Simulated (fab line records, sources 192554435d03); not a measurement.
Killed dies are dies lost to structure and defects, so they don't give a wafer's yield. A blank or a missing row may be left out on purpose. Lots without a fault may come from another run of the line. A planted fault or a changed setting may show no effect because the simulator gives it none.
fab line records | flow n5_finfet
record lots=7 wafers=21 last_day=17
route steps=1938 shown MIM_BOT@1832 MIM_TOP@1834 MIM_TOP_LITHO@1839
lots that met no fault: from a run of the same line without faults
start_h: hours from the record's first day to the start of the lot's first wafer shown | wait_h: hours since the lot's step before | " the same as in the row above | L1.1+2: a row that stands for several wafers | - no value, or no start given | * or withheld: withheld | < > ~ a bound
route shown NAME@n: a module of which the file shows steps, and the number in the route of the first | usual: mean/standard deviation of fault-free wafers | same: alike in all rows | chamber/n: place in a boat | sites: the reading at each site | _std_site: their standard deviation | _edge_site: outer sites' mean less inner sites' | radius_mm: how far each site lies from the wafer's centre | mask NAME#n: copy n | behind: the tool/chamber that last shaped the wafer | hold: why the lot was held/for how many hours/how that ended | device: the transistor (n, p or np) that didn't switch | end of line: the same wafers' tests at the end of the route | a step without rows: its recipe alone | killed: dies lost to structure and defects at the first sort, not the wafer's yield | map: a wafer's dies, x killed, . not, _ none there
set.NAME: the setting as run; set.NAME@STEP: as run at that earlier step | model.NAME: the simulator's own value behind a step, which no gauge read
lots at some steps of the route; a table a step, a row a wafer
services: from which hour (start_h, from the record's first day; less than 0 if before it) a tool's chamber was out of use, for how many hours, and why
## steps
# step N5_MIM_BOT_DEGAS_01
# recipe ambient=vacuum temp_c=300 time_s=60
# usual heater_power_w=470/47
# columns lot.wafer tool chamber start_h wait_h heater_power_w
L582.2 pvd_sputter-01 - 269.56 0.8 472
L582.3 " - " " 397
L582.6 " - " " 533
L587.3 pvd_sputter-02 - 287.11 1.6 512
L587.5 " - " " 571
L587.6 " - " " 447
L588.1 pvd_sputter-03 - 297.36 1.6 485
L588.2 " - " " 415
L588.6 " - " " 505
L591.4 pvd_sputter-03 - 308.69 1.2 485
L591.5 " - " " 499
L591.6 " - " " 426
L598.1 pvd_sputter-03 - 369.12 1.5 479
L598.4 " - " " 501
L598.6 " - " " 494
L600.3 pvd_sputter-01 - 370.27 0.2 410
L600.4 " - " " 410
L600.6 " - " " 413
L605.3 pvd_sputter-02 - 398.07 2.0 480
L605.5 " - " " 513
L605.6 " - " " 564
# step N5_MIM_BOT_SPUTTER_00
# recipe material=TiN target_thk_a=350 temp_c=200 power_w=3000 chamber_pressure_pa=0.49996 gas=Ar reactive_partial_pa=0.37997 time_s=89.7
# usual cathode_dc_power_W=3000.0/0.55 throttle_valve_pct=29.4/1.1
# columns lot.wafer tool chamber start_h wait_h cathode_dc_power_W throttle_valve_pct
L582.2 pvd_sputter-01 - 269.60 0.0 3000.7 27.2
L582.3 " - " " 3000.7 30.3
L582.6 " - " " 2999.0 31.0
L587.3 pvd_sputter-02 - 287.15 0.0 2999.6 30.6
L587.5 " - " " 3000.7 28.2
L587.6 " - " " 2999.4 27.9
L588.1 pvd_sputter-03 - 297.40 0.0 3000.1 30.8
L588.2 " - " " 2999.7 29.1
L588.6 " - " " 3000.5 29.9
L591.4 pvd_sputter-03 - 308.73 0.0 3000.5 30.9
L591.5 " - " " 3000.6 30.1
L591.6 " - " " 3000.0 29.3
L598.1 pvd_sputter-03 - 369.16 0.0 2999.6 29.3
L598.4 " - " " 3000.3 29.6
L598.6 " - " " 3000.3 29.9
L600.3 pvd_sputter-01 - 370.31 0.0 3000.1 28.9
L600.4 " - " " 2999.8 30.5
L600.6 " - " " 3000.0 28.7
L605.3 pvd_sputter-02 - 398.11 0.0 3000.4 29.7
L605.5 " - " " 3000.0 30.4
L605.6 " - " " 3000.4 28.2
# step N5_MIM_TOP_ALD_00
# recipe material=Al2O3 target_thk_a=* temp_c=withheld ald_precursor_family=TMA ald_co_reactant=O3 pulse_time_s=withheld purge_time_s=3 co_reactant_purge_time_s=withheld co_reactant_pulse_time_s=3 ald_cycles=withheld
# usual precursor_pulse_height_rel=0.999/0.018
# columns lot.wafer tool chamber start_h wait_h precursor_pulse_height_rel
L582.2 ald_hk-03 3 269.70 0.1 1.022
L582.3 " 1 " " 0.974
L582.6 " 3 " " 0.978
L587.3 ald_hk-01 0 287.26 0.1 0.984
L587.5 " 2 " " 1.035
L587.6 " 3 " " 0.999
L588.1 ald_hk-01 3 297.50 0.1 0.995
L588.2 " 0 " " 1.001
L588.6 " 3 " " 1.004
L591.4 ald_hk-02 1 308.83 0.1 1.015
L591.5 " 0 " " 1.040
L591.6 " 3 " " 1.007
L598.1 ald_hk-03 1 369.26 0.1 1.003
L598.4 " 3 " " 1.012
L598.6 " 0 " " 0.982
L600.3 ald_hk-02 3 370.41 0.1 0.983
L600.4 " 2 " " 0.998
L600.6 " 0 " " 0.973
L605.3 ald_hk-02 1 398.21 0.1 0.994
L605.5 " 3 " " 0.992
L605.6 " 0 " " 1.005
# step N5_MIM_TOP_ALD_01
# recipe material=HfO2 target_thk_a=56 temp_c=withheld ald_precursor_family=Hf-amide ald_co_reactant=O3 pulse_time_s=1 purge_time_s=3 co_reactant_purge_time_s=2 co_reactant_pulse_time_s=3 ald_cycles=62
# step N5_MIM_TOP_ALD_02
# recipe material=Al2O3 target_thk_a=* temp_c=withheld ald_precursor_family=TMA ald_co_reactant=O3 pulse_time_s=withheld purge_time_s=3 co_reactant_purge_time_s=withheld co_reactant_pulse_time_s=3 ald_cycles=withheld
# usual precursor_pulse_height_rel=0.998/0.021
# columns lot.wafer tool chamber start_h wait_h precursor_pulse_height_rel
L582.2 ald_hk-03 3 - - 0.974
L582.3 " 1 " " 1.007
L582.6 " 3 " " 0.970
L587.3 ald_hk-01 0 - - 0.988
L587.5 " 2 " " 1.033
L587.6 " 3 " " 0.995
L588.1 ald_hk-01 3 - - 1.003
L588.2 " 0 " " 0.972
L588.6 " 3 " " 0.988
L591.4 ald_hk-02 1 - - 0.975
L591.5 " 0 " " 1.013
L591.6 " 3 " " 1.006
L598.1 ald_hk-03 1 - - 0.999
L598.4 " 3 " " 1.005
L598.6 " 0 " " 0.998
L600.3 ald_hk-02 3 - - 1.025
L600.4 " 2 " " 1.017
L600.6 " 0 " " 0.986
L605.3 ald_hk-02 1 - - 1.010
L605.5 " 3 " " 1.006
L605.6 " 0 " " 0.994
# step N5_MIM_TOP_DEGAS_04
# recipe ambient=vacuum temp_c=300 time_s=60
# usual heater_power_w=474/47
# columns lot.wafer tool chamber start_h wait_h heater_power_w
L582.2 pvd_sputter-02 - 270.42 - 471
L582.3 " - " " 565
L582.6 " - " " 472
L587.3 pvd_sputter-03 - 288.10 - 481
L587.5 " - " " 502
L587.6 " - " " 421
L588.1 pvd_sputter-03 - 298.24 - 484
L588.2 " - " " 498
L588.6 " - " " 469
L591.4 pvd_sputter-02 - 310.51 - 548
L591.5 " - " " 472
L591.6 " - " " 503
L598.1 pvd_sputter-01 - 370.15 - 483
L598.4 " - " " 416
L598.6 " - " " 536
L600.3 pvd_sputter-02 - 375.09 - 515
L600.4 " - " " 426
L600.6 " - " " 439
L605.3 pvd_sputter-01 - 398.89 - 531
L605.5 " - " " 401
L605.6 " - " " 539
# step N5_MIM_TOP_SPUTTER_03
# recipe material=TiN target_thk_a=350 temp_c=200 power_w=3000 chamber_pressure_pa=0.49996 gas=Ar reactive_partial_pa=0.37997 time_s=89.7
# step N5_MIM_TOP_LITHO_HMDS_01
# recipe time_s=60 temp_c=120
# step N5_MIM_TOP_LITHO_COAT_02
# recipe spin_rpm=* resist_thk_nm=*
# step N5_MIM_TOP_LITHO_EBR_04
# recipe solvent=PGMEA ebr_width_mm=1.5
# step N5_MIM_TOP_LITHO_SOFTBAKE_03
# recipe temp_c=100 time_s=90
# step N5_MIM_TOP_LITHO_EXPOSE_05
# recipe mask_id=MIM_TOP na=0.55 source_shape=conventional sigma_outer=0.8 polarization=unpolarized target_cd_nm=2000 dose_mj=20.5
# step N5_MIM_TOP_LITHO_PEB_06
# recipe peb_temp_c=withheld peb_time_s=*
# usual chill_plate_temp_C=* exhaust_pa=44.9/0.91 peb_time_s=*
# columns lot.wafer tool chamber start_h wait_h chill_plate_temp_C exhaust_pa peb_time_s
L582.2 litho_track-01 0 270.73 0.0 * 43.3 *
L582.3 " 0 " " * 44.7 *
L582.6 " 0 " " * 44.1 *
L587.3 litho_track-02 - 288.42 0.0 - - -
L587.5 " - " " - - -
L587.6 " - " " - - -
L588.1 litho_track-02 - 298.68 0.1 - - -
L588.2 " - " " - - -
L588.6 " - " " - - -
L591.4 litho_track-04 - 310.82 0.0 - - -
L591.5 " - " " - - -
L591.6 " - " " - - -
L598.1 litho_track-01 0 370.47 0.1 * 44.6 *
L598.4 " 0 " " * 44.8 *
L598.6 " 0 " " * 45.4 *
L600.3 litho_track-02 0 375.52 0.0 * 45.6 *
L600.4 " 0 " " * 45.9 *
L600.6 " 0 " " * 45.7 *
L605.3 litho_track-02 0 399.21 0.0 * 45.5 *
L605.5 " 0 " " * 46.8 *
L605.6 " 0 " " * 46.5 *
# step N5_MIM_TOP_LITHO_DEVELOP_07
# recipe develop_time_s=60 rinse_liquid=diw dry=air_spin dev_temp_c=21
## services
# columns tool chamber start_h hours kind
pvd_sputter-02 - 306.31 3.3 repair
litho_track-04 - 329.77 - consumable_replace:filter
pvd_sputter-01 - 371.82 3.9 repair
litho_track-04 - 398.89 - consumable_replace:filter
## key
first_sign step=N5_MIM_TOP_LITHO_PEB_06 reading=tool_record direction=missing
effect none on later readings
met_at N5_MIM_TOP_LITHO_PEB_06
struck_wafers L587.3,L587.5,L587.6,L588.1,L588.2,L588.6,L591.4,L591.5,L591.6
later_rows_left_out L587.3,L587.5,L587.6,L588.1,L588.2,L588.6,L591.4,L591.5,L591.6
sort_left_out L587.3,L587.5,L587.6,L588.1,L588.2,L588.6,L591.4,L591.5,L591.6
fault kind=skipped_step_whole tool=litho_track-02,litho_track-04 chamber=- onset_h=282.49 steps=N5_MIM_TOP_LITHO_PEB_06 scope=struck_lots_only
# sort_left_out: the simulated sort isn't trusted on such a fault, so these wafers' sort isn't shown, and their yield isn't known
# later_rows_left_out: the simulator's readings of these wafers behind a module that went badly wrong aren't trusted and aren't shown, but for the sort
